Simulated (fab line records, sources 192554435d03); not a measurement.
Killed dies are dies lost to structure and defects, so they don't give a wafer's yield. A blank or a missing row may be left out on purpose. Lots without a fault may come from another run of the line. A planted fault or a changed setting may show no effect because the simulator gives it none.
Problem report in the 8D (eight disciplines) form, filled by code | flow n5_finfet | the parts of the form that need people (team, actions taken, sign-off) are left out

1. THE PROBLEM
cd_nm at N5_BEOL_M0_SAQP_CD_MEAS_29 reads a mean of 11.96 nm on 3 wafers of 2 lots; wafers without a fault read 15.02 nm with a standard deviation of 0.22. That is -14 standard deviations from the usual mean.
The step: target cd 14.4 nm.
First seen on wafer L550.3, day 9 18:54, on cd_sem-01. The record holds 27 wafers of 9 lots with a number at this step. Rule for "out", or "out of limits": more than 4 standard deviations from the usual mean. The other wafers with a number count as sound.

2. WHAT IT IS AND WHAT IT IS NOT
question                    | is                     | is not
which readings at this step | cd_nm                  | -
which lots                  | L550, L552             | L538, L540, L541, L544, L545, L549, L556
which wafers of those lots  | L550.3, L552.3, L552.5 | L550.4, L550.6, L552.6
read on which gauges        | cd_sem-01              | cd_sem-02, cd_sem-03
when                        | from day 9 18:54       | up to then (20 sound wafers); but 4 sound wafers of L552, L556 came after

3. SUSPECTS, AND WHAT RULES EACH OUT
Counting: a tool at a process step up to the reading stays a suspect if it ran every lot that is out. Sound lots after the first of them don't rule it out here, since some wafers of a struck lot are sound.
- the gauge at N5_BEOL_M0_SAQP_CD_MEAS_29: ruled out. All the wafers that are out were read on cd_sem-01, but those of them that N5_PASSIVATION_PROBE_49 has rows for are out there too, on other tools.
- rie_diel-03 at N5_BEOL_M0_SAQP_DESCUM_19 (chemistry O2, time 7.9 s): kept. It ran every lot that is out, first L550 (day 9 14:53); its last sound lot up to then is L541 (day 7 03:46).
- ald_sin-04 at N5_BEOL_M0_SAQP_SPACER2_ALD_26 (deposits SiO2, target thk 15 nm, pulse time 1 s, purge time 2 s): kept. It ran every lot that is out, first L550 (day 9 17:49); its last sound lot up to then is L549 (day 9 13:19).
- Within ald_sin-04 at N5_BEOL_M0_SAQP_SPACER2_ALD_26: the wafers that are out ran in chamber 3; their sound lot-mates ran in chambers 0, 1.
Left after counting: rie_diel-03 at N5_BEOL_M0_SAQP_DESCUM_19, ald_sin-04 at N5_BEOL_M0_SAQP_SPACER2_ALD_26.

4. THE CAUSE (what the simulator had put in)
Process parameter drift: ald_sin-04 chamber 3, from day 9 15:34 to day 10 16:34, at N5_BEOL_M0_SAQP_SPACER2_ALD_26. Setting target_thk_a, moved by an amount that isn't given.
Counting left 2 suspects, and this tool is among them.

5. THE CHAIN OF EFFECTS, in route order
Each row: a reading whose mean over the struck wafers that have a number lies more than 3 standard deviations from the usual. Only readings for which the record gives a usual standard deviation are gone through. hours: the time from each lot's start at the first step in this table that gives one to its start at this step, as a median over the lots. sigmas: the change in usual standard deviations.
hours | step                       | reading              | usual    | on struck wafers | change | sigmas
0     | N5_BEOL_M0_SAQP_CD_MEAS_29 | cd_nm                | 15.02 nm | 11.96            | -3.06  | -14
170   | N5_PASSIVATION_PROBE_49    | defect_limited_yield | 91.4 %   | 0.0              | -91.4  | -61
170   | N5_PASSIVATION_PROBE_49    | killed_at_M0_to_M3   | 35       | 1128             | +1093  | +91
170   | N5_PASSIVATION_PROBE_49    | killed_dies          | 101      | 1180             | +1079  | +60
170   | N5_PASSIVATION_PROBE_49    | killed_on_rim        | 13       | 152              | +139   | +34
170   | N5_PASSIVATION_PROBE_49    | sort_n_pass          | 1079     | 0                | -1079  | -60
170   | N5_PASSIVATION_PROBE_49    | sort_yield_pct       | 91.4 %   | 0.0              | -91.4  | -61
The process steps in it:
- N5_PASSIVATION_PROBE_49

6. WHAT WOULD HAVE CAUGHT IT SOONER
In this record the first reading out of limits at a measuring or inspecting step was taken at day 9 18:54, 3 hours after the fault began at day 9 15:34.
Of the tool readings at N5_BEOL_M0_SAQP_SPACER2_ALD_26 for which the record gives a usual standard deviation, none was out on any struck wafer, so an alarm limit of 4 standard deviations on them would not have fired.
Of the lots that are out (2), L552 began N5_BEOL_M0_SAQP_SPACER2_ALD_26 on ald_sin-04 after day 9 18:54. A hold on the tool at that time would have spared it.
